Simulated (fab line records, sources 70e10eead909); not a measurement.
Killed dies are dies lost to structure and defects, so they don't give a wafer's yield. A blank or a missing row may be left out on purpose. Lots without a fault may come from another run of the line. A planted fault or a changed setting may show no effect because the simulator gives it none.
fab line records | flow nand_harc | part 2 of 2: steps 29 to 43 of 43
record lots=5 wafers=15 last_day=24
route steps=1159 shown A_BLC@989 A_M0@994 A_M1@1026
lots that met no fault: from a run of the same line without faults
start_h: hours from the record's first day to the start of the lot's first wafer shown | wait_h: hours since the lot's step before | " the same as in the row above | L1.1+2: a row that stands for several wafers | - no value, or no start given | * or withheld: withheld | < > ~ a bound
route shown NAME@n: a module of which the file shows steps, and the number in the route of the first | usual: mean/standard deviation of fault-free wafers | same: alike in all rows | chamber/n: place in a boat | sites: the reading at each site | _std_site: their standard deviation | _edge_site: outer sites' mean less inner sites' | radius_mm: how far each site lies from the wafer's centre | mask NAME#n: copy n | behind: the tool/chamber that last shaped the wafer | hold: why the lot was held/for how many hours/how that ended | device: the transistor (n, p or np) that didn't switch | end of line: the same wafers' tests at the end of the route | a step without rows: its recipe alone | killed: dies lost to structure and defects at the first sort, not the wafer's yield | map: a wafer's dies, x killed, . not, _ none there
set.NAME: the setting as run; set.NAME@STEP: as run at that earlier step | model.NAME: the simulator's own value behind a step, which no gauge read
lots at some steps of the route; a table a step, a row a wafer
services: from which hour (start_h, from the record's first day; less than 0 if before it) a tool's chamber was out of use, for how many hours, and why
## steps
# step NHARC_A_M0_ANNEAL_30
# recipe temp_c=225 time_s=90
# usual wafer_temp_C_max=226.02/0.24
# columns lot.wafer tool chamber start_h wait_h wafer_temp_C_max
L077.1 rtp_anneal-01 0 413.21 - 226.07
L077.2 " 0 " " 226.40
L077.6 " 0 " " 225.83
L079.1 rtp_anneal-01 0 429.77 0.4 226.67
L079.2 " 0 " " 226.20
L079.4 " 0 " " 225.95
L083.1 rtp_anneal-01 0 439.40 0.3 226.04
L083.3 " 0 " " 225.76
L083.4 " 0 " " 225.99
L097.3 rtp_anneal-01 0 522.57 - 226.58
L097.4 " 0 " " 226.01
L097.5 " 0 " " 225.67
L096.2 rtp_anneal-01 0 531.78 - 226.07
L096.3 " 0 " " 225.99
L096.5 " 0 " " 225.71
# step NHARC_A_M0_CMP_23
# recipe t_overpolish_s=20 target_thk_nm=113.75
# usual motor_current_A=11.5/0.91 pad_life_wafers=278/190 time_to_endpoint_s=30.0/2.8
# columns lot.wafer tool chamber start_h wait_h motor_current_A pad_life_wafers time_to_endpoint_s
L077.1 cmp-01 1 413.59 - 12.0 205 25.7
L077.2 " 2 " " 11.8 206 25.0
L077.6 " 0 " " 10.6 - 32.5
L079.1 cmp-04 3 430.12 - 12.7 192 26.8
L079.4 " 1 " " 12.0 194 28.6
L079.2 " 2 " " 11.6 195 33.4
L083.1 cmp-02 0 439.75 - 11.4 72 30.8
L083.3 " 1 " " 12.8 73 30.3
L083.4 " 3 " " 9.8 75 24.4
L097.4 cmp-01 2 522.84 - 11.6 247 28.3
L097.3 " 0 " " 10.3 249 34.4
L097.5 " 1 " " 12.2 - 29.9
L096.3 cmp-04 2 532.07 - 11.5 150 31.2
L096.2 " 1 " " 12.2 153 29.4
L096.5 " 2 " " 11.4 - 31.5
# step NHARC_A_M0_THK_MEAS_24
# recipe thk_meas_gauge=xrf
# usual thk_nm=114.6/1.6
# columns lot.wafer tool chamber start_h wait_h thk_nm
L077.1 film_metro-01 - 413.87 - 116.8
L077.2 " - " " 114.7
L077.6 " - " " 117.4
L079.1 film_metro-01 - 430.44 - 112.7
L079.2 " - " " 115.8
L079.4 " - " " 115.1
L083.1 film_metro-02 - 440.06 - 115.5
L083.3 " - " " 115.1
L083.4 " - " " 112.8
L097.3 film_metro-01 - 523.13 - 113.8
L097.4 " - " " 112.7
L097.5 " - " " 116.2
L096.2 film_metro-02 - 532.39 - 113.6
L096.3 " - " " 115.3
L096.5 " - " " 115.8
# step NHARC_A_M0_SRD_25
# columns lot.wafer tool chamber start_h wait_h
L077.1+6+2 wet_bench-08 6,0,2 414.85 1.0
L079.4+2+1 wet_bench-08 3,6,7 431.00 0.6
L083.3+4+1 wet_bench-10 4,7,1 440.10 0.0
L097.3+5+4 wet_bench-08 0,2,4 523.17 0.0
L096.2+5+3 wet_bench-08 7,0,4 532.43 0.0
# step NHARC_A_M0_INSPECT_27
# usual raw_defect_count=458/120
# columns lot.wafer tool chamber start_h wait_h raw_defect_count
L077.1 defect_inspect-01 - 415.01 0.0 648
L077.2 " - " " 710
L077.6 " - " " 515
L079.1 defect_inspect-01 - 431.14 0.0 455
L079.2 " - " " 346
L079.4 " - " " 306
L083.1 defect_inspect-02 - 440.22 0.0 497
L083.3 " - " " 402
L083.4 " - " " 429
L097.3 defect_inspect-01 - 523.30 0.1 403
L097.4 " - " " 635
L097.5 " - " " 601
L096.2 defect_inspect-02 - 532.55 0.0 291
L096.3 " - " " 281
L096.5 " - " " 450
# step NHARC_A_M0_PRE_CLEAN_31
# recipe time_s=12 temp_c=370 rf_power_w=300 gas=NH3
# usual heater_power_w=635/66
# columns lot.wafer tool chamber start_h wait_h heater_power_w
L077.1 pecvd-04 2 415.67 0.7 594
L077.2 " 1 " " 672
L077.6 " 0 " " 645
L079.1 pecvd-01 0 431.22 0.1 560
L079.2 " 1 " " 661
L079.4 " 1 " " 635
L083.3 pecvd-04 2 440.30 0.1 642
L083.1 " 0 " " 653
L083.4 " 1 " " 666
L097.3 pecvd-04 2 523.40 0.1 726
L097.5 " 0 " " 677
L097.4 " 1 " " 603
L096.3 pecvd-01 1 532.62 0.1 615
L096.2 " 2 " " 574
L096.5 " 0 " " 580
# step NHARC_A_M0_DEP_32
# recipe target_thk_a=300 temp_c=370 target_thk_nm=30 pressure_torr=3 flow_sccm=200 rf_w=450 material=SiCN
# usual heater_power_w=579/60
# columns lot.wafer tool chamber start_h wait_h heater_power_w
L077.1 pecvd-04 2 415.74 0.1 649
L077.2 " 1 " " 605
L077.6 " 0 " " 660
L079.1 pecvd-01 0 431.33 0.1 534
L079.2 " 1 " " 560
L079.4 " 1 " " 558
L083.3 pecvd-04 2 440.41 0.1 580
L083.1 " 0 " " 613
L083.4 " 1 " " 644
L097.3 pecvd-04 2 523.54 0.1 671
L097.5 " 0 " " 675
L097.4 " 1 " " 612
L096.3 pecvd-01 1 532.70 0.1 556
L096.2 " 2 " " 463
L096.5 " 0 " " 464
# step NHARC_A_M1_DEP_00
# recipe target_thk_a=1825 target_thk_nm=182.5 temp_c=withheld pressure_torr=5 flow_sccm=200 rf_w=600 material=SiOC
# columns lot.wafer tool chamber start_h wait_h
L077.2+1+6 pecvd-04 1,2,1 - -
L079.2+1+4 pecvd-01 0,2,2 - -
L083.3+1+4 pecvd-04 1,2,1 - -
L097.3+4+5 pecvd-04 2,1,0 - -
L096.3+2+5 pecvd-04 2,1,2 533.11 -
# step NHARC_A_M1_DEHYDRATE_01
# recipe temp_c=150 time_s=120
# columns lot.wafer tool chamber start_h wait_h
L077.1+2+6 litho_track-06 0 416.68 -
L079.1+2+4 litho_track-04 0 432.11 -
L083.1+3+4 litho_track-01 0 441.19 -
L097.3+4+5 litho_track-04 0 524.96 -
L096.2+3+5 litho_track-04 0 533.52 -
# step NHARC_A_M1_HMDS_02
# recipe time_s=30
# columns lot.wafer tool chamber start_h wait_h
L077.1+2+6 litho_track-06 0 - -
L079.1+2+4 litho_track-04 0 - -
L083.1+3+4 litho_track-01 0 - -
L097.3+4+5 litho_track-04 0 - -
L096.2+3+5 litho_track-04 0 - -
# step NHARC_A_M1_COAT_34
# recipe temp_c=200 time_s=65
# columns lot.wafer tool chamber start_h wait_h
L077.1+2+6 litho_track-06 0 - -
L079.1+2+4 litho_track-04 0 - -
L083.1+3+4 litho_track-01 0 - -
L097.3+4+5 litho_track-04 0 - -
L096.2+3+5 litho_track-04 0 - -
# step NHARC_A_M1_COAT_03
# recipe spin_rpm=1500 resist_thk_nm=90
# columns lot.wafer tool chamber start_h wait_h
L077.1+2+6 litho_track-06 0 - -
L079.1+2+4 litho_track-04 0 - -
L083.1+3+4 litho_track-01 0 - -
L097.3+4+5 litho_track-04 0 - -
L096.2+3+5 litho_track-04 0 - -
# step NHARC_A_M1_SOFTBAKE_04
# recipe temp_c=105 time_s=55
# columns lot.wafer tool chamber start_h wait_h
L077.1+2+6 litho_track-06 0 - -
L079.1+2+4 litho_track-04 0 - -
L083.1+3+4 litho_track-01 0 - -
L097.3+4+5 litho_track-04 0 - -
L096.2+3+5 litho_track-04 0 - -
# step NHARC_A_M1_EBR_05
# columns lot.wafer tool chamber start_h wait_h
L077.1+2+6 litho_track-06 0 - -
L079.1+2+4 litho_track-04 0 - -
L083.1+3+4 litho_track-01 0 - -
L097.3+4+5 litho_track-04 0 - -
L096.2+3+5 litho_track-04 0 - -
# step NHARC_A_M1_EXPOSE_06
# recipe na=1.35 target_cd_nm=120 dose_mj=75.13 mask_id=A_M1
# columns lot.wafer tool chamber start_h wait_h mask
L077.1+2+6 arfi_scanner-02 0 417.00 - A_M1#0
L079.1+2+4 arfi_scanner-02 0 432.40 - A_M1#0
L083.1+3+4 arfi_scanner-02 0 441.36 - A_M1#0
L097.3+4+5 arfi_scanner-03 0 525.25 - A_M1#0
L096.2+3+5 arfi_scanner-01 0 533.81 - A_M1#0
## services
# columns tool chamber start_h hours kind
cmp-02 - 387.63 2.8 repair
cmp-02 - 391.22 4.1 repair
pvd_sputter-02 - 391.95 5.3 repair
arfi_scanner-03 - 396.25 7.6 repair
wet_bench-08 - 406.42 8.0 pm
pecvd-01 - 418.19 13.0 pm
cmp-02 - 422.64 4.0 pm
arfi_scanner-02 - 428.00 4.0 pm
litho_track-01 - 443.00 7.0 pm
ecd_cu-01 - 448.00 8.0 pm
rie_diel-13 - 453.00 9.0 pm
pvd_sputter-03 - 458.00 10.0 pm
cmp-01 - 461.92 1.0 repair
wet_bench-09 - 464.84 8.0 pm
litho_track-06 - 467.00 7.0 pm
cmp-02 - 471.07 3.0 repair
cmp-01 - 473.65 4.0 pm
arfi_scanner-03 - 484.00 4.0 pm
litho_track-04 - 491.00 7.0 pm
arfi_scanner-02 - 491.24 0.2 repair
rie_diel-02 0 494.94 3.1 repair
rie_diel-13 1 499.79 8.0 repair
rie_diel-02 - 504.99 9.0 pm
pvd_sputter-02 - 516.20 1.8 repair
